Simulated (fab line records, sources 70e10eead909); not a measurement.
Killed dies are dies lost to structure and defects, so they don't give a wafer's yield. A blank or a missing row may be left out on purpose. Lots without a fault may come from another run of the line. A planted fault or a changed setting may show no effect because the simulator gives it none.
Which tool did it? | flow nand_harc | 12 lots, 36 wafers sampled, at 6 steps of a route of 1302

WHAT THE GAUGES READ, wafer by wafer
NHARC_P_M1_OVL_MEAS_10: pitch 260 nm. Usual: overlay_x_nm 0.2 nm, standard deviation 0.79; overlay_y_nm 0.0 nm, standard deviation 0.97.
lot  | measured     | on         | overlay_x_nm (nm)             | overlay_y_nm (nm)             | flag
L979 | day 6 08:31  | overlay-01 | 0.7 0.2 0.4                   | -0.1 0.1 -0.1                 |
L980 | day 6 21:17  | overlay-01 | 1.2 0.5 0.9                   | -1.7 -0.7 -0.9                |
L981 | day 7 09:53  | overlay-01 | -1.0 -1.3 -1.0                | -0.1 0.4 0.1                  |
L982 | day 7 19:36  | overlay-01 | -0.7 0.1 0.3                  | -0.1 -0.5 -0.2                |
L983 | day 8 06:37  | overlay-02 | 0.3 0.4 0.6                   | -0.7 -0.5 -0.2                |
L984 | day 8 18:39  | overlay-02 | -0.6 -0.1 -0.3                | -0.8 -0.3 -0.5                |
L985 | day 9 00:20  | overlay-01 | 0.6 0.6 0.6                   | 0.1 0.3 0.5                   |
L986 | day 9 16:29  | overlay-01 | -0.6 -0.7 -0.2                | -1.7 -1.4 -1.2                |
L987 | day 9 21:53  | overlay-02 | 9.5 9.4 9.6 9.4 9.4 9.3       | 0.6 1.6 0.6 1.0 0.8 1.3       | OFF
L991 | day 11 15:04 | overlay-01 | 10.5 11.5 10.8 10.7 10.9 11.1 | 0.6 1.2 1.5 1.2 1.2 0.7       | OFF
L995 | day 13 12:28 | overlay-02 | 12.0 12.2 12.4 12.1 12.0 11.8 | -1.4 -1.1 -0.8 -1.3 -1.4 -1.2 | OFF
L100 | day 16 03:20 | overlay-02 | 0.8 0.2 0.6                   | 1.3 1.2 1.3                   |

NHARC_END_SORT_01. Usual: defect_limited_yield 90.9 %, standard deviation 2.7; killed_at_array 57, standard deviation 19; killed_at_other 0.9, standard deviation 1.1; killed_at_periphery 4.0, standard deviation 2.6; killed_dies 62, standard deviation 19; killed_open 3.3, standard deviation 1.8; killed_short 2.4, standard deviation 1.7.
lot  | measured     | on        | defect_limited_yield (%) | killed_at_array | killed_at_other | killed_at_periphery | killed_dies | killed_open | killed_short | flag
L987 | day 27 15:15 | prober-02 | 89.2                     | 68              | 2               | 3                   | 73          | 4           | 5            |

WHICH TOOL RAN EACH LOT (tool, then ch and the chambers of the sampled wafers, then the start)
lot  | NHARC_P_M0_PRE_CLEAN_29                 | NHARC_P_M0_DEP_32               | NHARC_P_M1_EXPOSE_06               | NHARC_P_M1_STRIP_18
L979 | pvd_sputter-03, day 6 07:16 or earlier  | pecvd-04 ch 0,1,2, day 6 07:16  | arfi_scanner-03 ch 0, day 6 08:17  | rie_diel-05 ch 0,1,2, day 6 09:03
L980 | pvd_sputter-01, day 6 20:02 or earlier  | pecvd-03 ch 0,1, day 6 20:02    | arfi_scanner-01 ch 0, day 6 21:04  | rie_diel-05 ch 0,2,3, day 6 21:49
L981 | pvd_sputter-02, day 7 08:33 or earlier  | pecvd-01 ch 0,1,2, day 7 08:33  | arfi_scanner-03 ch 0, day 7 09:40  | rie_diel-07 ch 1,2,3, day 7 10:25
L982 | pvd_sputter-01, day 7 18:19 or earlier  | pecvd-03 ch 0,2, day 7 18:19    | arfi_scanner-01 ch 0, day 7 19:23  | rie_diel-05 ch 0,1, day 7 20:07
L983 | pvd_sputter-01, day 8 05:16 or earlier  | pecvd-03 ch 0,2, day 8 05:16    | arfi_scanner-03 ch 0, day 8 06:22  | rie_diel-11 ch 0,3, day 8 07:06
L984 | pvd_sputter-02, day 8 17:29 or earlier  | pecvd-01 ch 0,2, day 8 17:29    | arfi_scanner-03 ch 0, day 8 18:26  | rie_diel-11 ch 0,1,2, day 8 19:12
L985 | pvd_sputter-02, day 8 23:08 or earlier  | pecvd-01 ch 0,1,2, day 8 23:08  | arfi_scanner-03 ch 0, day 9 00:06  | rie_diel-07 ch 0,2,3, day 9 00:49
L986 | pvd_sputter-03, day 9 15:12 or earlier  | pecvd-03 ch 0,2, day 9 15:12    | arfi_scanner-01 ch 0, day 9 16:17  | rie_diel-05 ch 0,1,2, day 9 17:01
L987 | pvd_sputter-03, day 9 20:35 or earlier  | pecvd-01 ch 0,1, day 9 20:35    | arfi_scanner-03 ch 0, day 9 21:40  | rie_diel-07 ch 1,2,3, day 10 06:39
L991 | pvd_sputter-02, day 11 13:49 or earlier | pecvd-04 ch 0,1,2, day 11 13:49 | arfi_scanner-03 ch 0, day 11 14:51 | rie_diel-05 ch 1,2,3, day 11 20:28
L995 | pvd_sputter-01, day 13 11:08 or earlier | pecvd-04 ch 0,2, day 13 11:08   | arfi_scanner-03 ch 0, day 13 12:14 | rie_diel-11 ch 0,1,2, day 13 19:24
L100 | pvd_sputter-02, day 16 01:13 or earlier | pecvd-03 ch 2, day 16 01:13     | arfi_scanner-02 ch 0, day 16 03:07 | rie_diel-11 ch 1,2, day 16 03:48
- NHARC_P_M0_PRE_CLEAN_29: time 30 s.
- NHARC_P_M0_DEP_32: deposits SiCN, target thk 30 nm.
- NHARC_P_M1_EXPOSE_06: exposes mask P M1, target cd 130 nm.
- NHARC_P_M1_STRIP_18: strips in N2/H2.

WHAT THE TOOLS THEMSELVES READ (means of the sampled wafers that have a number; where no wafer has one, the mark that the record gives instead)
NHARC_P_M0_PRE_CLEAN_29. Usual: heater_power_w 394 W, standard deviation 50.
lot  | tool           | heater_power_w (W) | flag
L979 | pvd_sputter-03 | 440                |
L980 | pvd_sputter-01 | 421                |
L981 | pvd_sputter-02 | 377                |
L982 | pvd_sputter-01 | 374                |
L983 | pvd_sputter-01 | 417                |
L984 | pvd_sputter-02 | 369                |
L985 | pvd_sputter-02 | 369                |
L986 | pvd_sputter-03 | 451                |
L987 | pvd_sputter-03 | 411                |
L991 | pvd_sputter-02 | 360                |
L995 | pvd_sputter-01 | 391                |
L100 | pvd_sputter-02 | 378                |

NHARC_P_M0_DEP_32. Usual: heater_power_w 551 W, standard deviation 76; rf_fwd_power_W 448.9 W, standard deviation 1.4.
lot  | tool     | heater_power_w (W) | rf_fwd_power_W (W) | flag
L979 | pecvd-04 | 581                | 448.3              |
L980 | pecvd-03 | 588                | 449.5              |
L981 | pecvd-01 | 558                | 448.1              |
L982 | pecvd-03 | 583                | 448.9              |
L983 | pecvd-03 | 485                | 449.4              |
L984 | pecvd-01 | 471                | 449.5              |
L985 | pecvd-01 | 529                | 450.0              |
L986 | pecvd-03 | 531                | 450.1              |
L987 | pecvd-01 | 538                | 449.5              |
L991 | pecvd-04 | 536                | 447.0              |
L995 | pecvd-04 | 559                | 448.3              |
L100 | pecvd-03 | 435                | 449.4              |

NHARC_P_M1_STRIP_18. Usual: drypump_motor_current_A 5.7 A, standard deviation 0.37; oes_product_au 1.003 a.u., standard deviation 0.011; power_w 1000 W, standard deviation 3.2; rf_fwd_power_W 997 W, standard deviation 3.1; rf_vpp_V 90.8 V, standard deviation 0.89; showerhead_plenum_p_Torr 2.06 Torr, standard deviation 0.082; throttle_valve_pct 14.171 %, standard deviation 0.0091.
lot  | tool        | drypump_motor_current_A (A) | oes_product_au (a.u.) | power_w (W) | rf_fwd_power_W (W) | rf_vpp_V (V) | showerhead_plenum_p_Torr (Torr) | throttle_valve_pct (%) | flag
L979 | rie_diel-05 | 5.8                         | 1.008                 | 1001        | 998                | 91.1         | 1.97                            | 14.164                 |
L980 | rie_diel-05 | 5.6                         | 1.011                 | 1003        | 997                | 89.9         | 1.97                            | 14.175                 |
L981 | rie_diel-07 | 5.6                         | 1.001                 | 999         | 997                | 91.7         | 2.11                            | 14.168                 |
L982 | rie_diel-05 | 5.7                         | 1.002                 | 999         | 993                | 90.4         | 1.99                            | 14.176                 |
L983 | rie_diel-11 | 5.6                         | 1.025                 | 998         | 998                | 90.9         | 2.09                            | 14.167                 |
L984 | rie_diel-11 | 5.6                         | 1.009                 | 999         | 995                | 91.8         | 2.12                            | 14.169                 |
L985 | rie_diel-07 | 5.8                         | 0.995                 | 994         | 998                | 91.1         | 2.09                            | 14.172                 |
L986 | rie_diel-05 | 5.8                         | 1.002                 | 1002        | 998                | 91.5         | 1.97                            | 14.170                 |
L987 | rie_diel-07 | 5.6                         | 0.997                 | 1001        | 999                | 91.1         | 2.10                            | 14.166                 |
L991 | rie_diel-05 | 5.8                         | 1.013                 | 999         | 997                | 90.3         | 1.96                            | 14.175                 |
L995 | rie_diel-11 | 5.6                         | 1.005                 | 1000        | 995                | 90.6         | 2.11                            | 14.170                 |
L100 | rie_diel-11 | 5.7                         | 0.996                 | 1001        | 997                | 90.8         | 2.15                            | 14.174                 |

THE ANSWER, worked out from the rows above alone
Rule: a lot is off if the mean of its wafers that have a number lies more than 3 standard deviations from the usual mean. A lot without any number at a reading at which 4 lots or more have one is off too. The other lots that the step has rows for count as sound. The gauges are gone through in route order, then the tools' own readings, and for those a lot's mean is taken as printed above. The first step at which some lot is off is used, and at that step the reading that is off furthest; a lot without a number counts as furthest.
Off: L987, L991, L995, at NHARC_P_M1_OVL_MEAS_10 (overlay_x_nm).
A tool fits if, at a process step before that reading, it ran every lot that is off, and no sound lot after the first of them. The gauges at NHARC_P_M1_OVL_MEAS_10 are tried like those tools. NHARC_P_M0_PRE_CLEAN_29 gives no start for some lots, so the hours and the order of its lots are those of NHARC_P_M0_DEP_32. One fits: arfi_scanner-03 at NHARC_P_M1_EXPOSE_06. Its last sound lot is L985 (day 9 00:06), its first lot that is off L987 (day 9 21:40): a fault that began between those two fits.

WHAT THE SIMULATOR HAD PUT IN
Scanner matching overlay: arfi_scanner-03, from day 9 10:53 on, at NHARC_P_M1_EXPOSE_06. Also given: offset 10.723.
Lots struck among those shown: L987, L991, L995. The rule above found the same.
